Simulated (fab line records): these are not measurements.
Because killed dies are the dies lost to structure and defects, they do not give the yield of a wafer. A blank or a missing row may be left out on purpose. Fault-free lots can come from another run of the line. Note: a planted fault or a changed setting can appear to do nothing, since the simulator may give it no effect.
One fault through the eyes of 2 desks | flow nand harc | numbers are kept per desk, each desk with only its own; the story behind them comes last

TOOL OWNER'S DESK, ald hk-01
The tool's own readings at NHARC_A_WL_FILL_ALD_00 (deposits Al2O3, target thk 3 nm, pulse time 3 s, ald cycles 30): means of the sampled wafers that have a number, for each lot that ran on this tool. The brackets show how far a lot's mean lies from the usual mean; more than 4 standard deviations puts the lot out of limits, marked OUT.
Columns: A = heater power w at NHARC_A_WL_FILL_ALD_00, usual 478 W; B = precursor pulse height rel at NHARC_A_WL_FILL_ALD_00, usual 1.002
lot  | first seen here | A   | B
L616 | day 20 18:38    | 448 | 1.017
L620 | day 21 17:08    | 434 | 0.982
L623 | day 23 11:43    | 502 | 1.002
L627 | day 24 16:56    | 455 | 1.024
This desk's verdict: no lot among the 4 shows anything out of limits.

THE DEFECT DESK
Inspection counts along the route, by lot: the mean over sampled wafers that carry a number. The brackets show how far a lot's mean lies from the usual mean; more than 4 standard deviations puts the lot out of limits, marked OUT.
Columns: A = raw defect count at NHARC_A_SIN_REMOVE_INSPECT_04, usual 391
lot  | first seen here | A
L617 | day 20 18:30    | 458
L616 | day 20 18:31    | 463
L618 | day 21 04:46    | 515
L619 | day 21 12:35    | 394
L620 | day 21 17:02    | 323
L623 | day 23 11:17    | 507
L627 | day 24 16:50    | 458
L633 | day 27 17:07    | 453
L635 | day 28 10:10    | 403
L638 | day 29 09:03    | 367
L637 | day 29 09:04    | 309
L639 | day 30 08:19    | 369
This desk's verdict: no lot among the 12 shows anything out of limits.

BROUGHT TOGETHER
Nothing out of limits was seen by the tool owner's desk.
No out-of-limits result turned up at the defect desk.

WHAT WAS PUT IN BY THE SIMULATOR
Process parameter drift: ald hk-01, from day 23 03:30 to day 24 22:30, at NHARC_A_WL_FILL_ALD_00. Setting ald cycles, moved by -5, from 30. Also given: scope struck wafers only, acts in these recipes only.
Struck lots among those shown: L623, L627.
